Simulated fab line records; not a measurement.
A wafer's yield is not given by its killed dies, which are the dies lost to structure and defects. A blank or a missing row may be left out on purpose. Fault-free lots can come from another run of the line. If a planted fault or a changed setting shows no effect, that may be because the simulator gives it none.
Matching of chambers + flow n5_finfet + N5_BEOL_M14_DEP_53 on pecvd-04 has 3 sister chambers
The step deposits SiCN from 3MS/NH3, target thk 50 nm, time 17.8 s. 22 wafers are shown with their chamber, then 11 later ones without.

## WAFERS WITH THEIR CHAMBER
| wafer  | chamber | throttle_valve_pct (%) | showerhead_plenum_p_Torr (Torr) |
|--------|---------|------------------------|---------------------------------|
| L075.1 | 2       | 17.8                   | 4.172                           |
| L075.2 | 1       | 20.1                   | 4.181                           |
| L075.3 | 0       | 18.6                   | 4.191                           |
| L075.4 | 2       | 18.0                   | 4.157                           |
| L075.5 | 1       | 20.2                   | 4.185                           |
| L075.6 | 0       | 18.5                   | 4.199                           |
| L076.1 | 2       | 18.1                   | 4.162                           |
| L076.2 | 0       | 18.7                   | 4.199                           |
| L076.6 | 1       | 20.3                   | 4.183                           |
| L081.2 | 1       | 20.0                   | 4.185                           |
| L081.3 | 0       | 18.9                   | 4.184                           |
| L081.5 | 0       | 18.7                   | 4.202                           |
| L086.4 | 0       | 18.8                   | 4.191                           |
| L086.5 | 1       | 20.1                   | 4.194                           |
| L086.6 | 2       | 18.0                   | 4.157                           |
| L087.1 | 0       | 18.9                   | 4.194                           |
| L087.2 | 2       | 18.3                   | 4.162                           |
| L087.3 | 1       | 20.0                   | 4.189                           |
| L087.4 | 0       | 18.9                   | 4.205                           |
| L087.5 | 2       | 18.3                   | 4.162                           |
| L087.6 | 1       | 20.1                   | 4.181                           |
| L092.1 | 1       | 20.3                   | 4.192                           |

SIGNATURES, as means of the wafers listed above
| reading                  | chamber 0 | chamber 1 | chamber 2 | scatter within a chamber |
|--------------------------|-----------|-----------|-----------|--------------------------|
| throttle_valve_pct       | 18.750    | 20.137    | 18.083    | 0.153                    |
| showerhead_plenum_p_Torr | 4.19562   | 4.18625   | 4.16200   | 0.00586                  |
Rule: distance of a wafer from a chamber = root of the sum over the readings of ((wafer's reading minus chamber's mean) / reading's scatter) squared. If the next closest chamber is less than 2 further off than the closest, the wafer can't be placed; otherwise it belongs to the closest. How the scatter is found: for the shown wafers, subtract from each reading the mean of its chamber, square and add these, divide the total by (wafers less chambers), then take the root.

## WAFERS WITH NO CHAMBER GIVEN
| wafer  | throttle_valve_pct (%) | showerhead_plenum_p_Torr (Torr) |
|--------|------------------------|---------------------------------|
| L092.4 | 20.5                   | 4.186                           |
| L092.5 | 18.0                   | 4.162                           |
| L090.1 | 18.8                   | 4.207                           |
| L090.4 | 19.9                   | 4.196                           |
| L090.6 | 18.4                   | 4.164                           |
| L094.2 | 18.1                   | 4.155                           |
| L094.5 | 18.7                   | 4.189                           |
| L094.6 | 18.2                   | 4.159                           |
| L095.1 | 20.1                   | 4.181                           |
| L095.3 | 18.2                   | 4.156                           |
| L095.4 | 18.7                   | 4.188                           |

## CHAMBER TAKEN BY EACH
| wafer  | from the rows above | in truth |
|--------|---------------------|----------|
| L092.4 | 1                   | 1        |
| L092.5 | 2                   | 2        |
| L090.1 | 0                   | 0        |
| L090.4 | 1                   | 1        |
| L090.6 | 2                   | 2        |
| L094.2 | 2                   | 2        |
| L094.5 | 0                   | 0        |
| L094.6 | 2                   | 2        |
| L095.1 | 1                   | 1        |
| L095.3 | 2                   | 2        |
| L095.4 | 0                   | 0        |
Correct placement for 11 of the 11. Not placeable from these rows: 0. Placed wrongly: 0.
